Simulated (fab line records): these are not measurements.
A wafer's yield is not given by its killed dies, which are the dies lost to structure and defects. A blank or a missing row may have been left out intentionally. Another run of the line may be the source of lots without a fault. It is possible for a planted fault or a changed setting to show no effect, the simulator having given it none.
Chamber matching || flow n5-finfet || N5_SDB_ETCH_17 on rie-diel-02: 4 sister chambers
The step etches SiARC in CF4, target depth 23.4 nm, time 39 s. 4 wafers are shown with their chamber, then 7 later ones without.

## WAFERS WITH THEIR CHAMBER
{"wafer": "L085.2", "chamber": 3, "showerhead-plenum-p-Torr (Torr)": 2.06}
{"wafer": "L086.6", "chamber": 2, "showerhead-plenum-p-Torr (Torr)": 2.25}
{"wafer": "L094.1", "chamber": 0, "showerhead-plenum-p-Torr (Torr)": 2.05}
{"wafer": "L094.5", "chamber": 1, "showerhead-plenum-p-Torr (Torr)": 2.22}

## WAFERS WHOSE CHAMBER IS MISSING
{"wafer": "L094.6", "showerhead-plenum-p-Torr (Torr)": 2.05}
{"wafer": "L095.4", "showerhead-plenum-p-Torr (Torr)": 2.06}
{"wafer": "L095.5", "showerhead-plenum-p-Torr (Torr)": 2.22}
{"wafer": "L095.6", "showerhead-plenum-p-Torr (Torr)": 2.24}
{"wafer": "L097.3", "showerhead-plenum-p-Torr (Torr)": 2.05}
{"wafer": "L097.4", "showerhead-plenum-p-Torr (Torr)": 2.05}
{"wafer": "L097.5", "showerhead-plenum-p-Torr (Torr)": 2.05}

## EACH ONE'S CHAMBER
{"wafer": "L094.6", "from the rows above": 0, "in truth": 0}
{"wafer": "L095.4", "from the rows above": 3, "in truth": 3}
{"wafer": "L095.5", "from the rows above": 1, "in truth": 1}
{"wafer": "L095.6", "from the rows above": 2, "in truth": 2}
{"wafer": "L097.3", "from the rows above": 0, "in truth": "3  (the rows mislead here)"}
{"wafer": "L097.4", "from the rows above": 0, "in truth": 0}
{"wafer": "L097.5", "from the rows above": 0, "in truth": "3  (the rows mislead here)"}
Correctly placed: 5 of 7. Number that these rows cannot place: 0. Placed wrongly: 2.
How it was worked out, from the rows above alone: a wafer's distance from a chamber is the root of the sum, over the readings, of the square of ((its reading less the chamber's mean) divided by the reading's scatter). If the next closest chamber is less than 2 further off than the closest, the wafer can't be placed; otherwise it belongs to the closest. For every chamber, the mean is computed from those of its wafers that are shown. The scatter: root of mean squared gap, hidden wafer to nearest shown wafer, with one shown wafer a chamber.
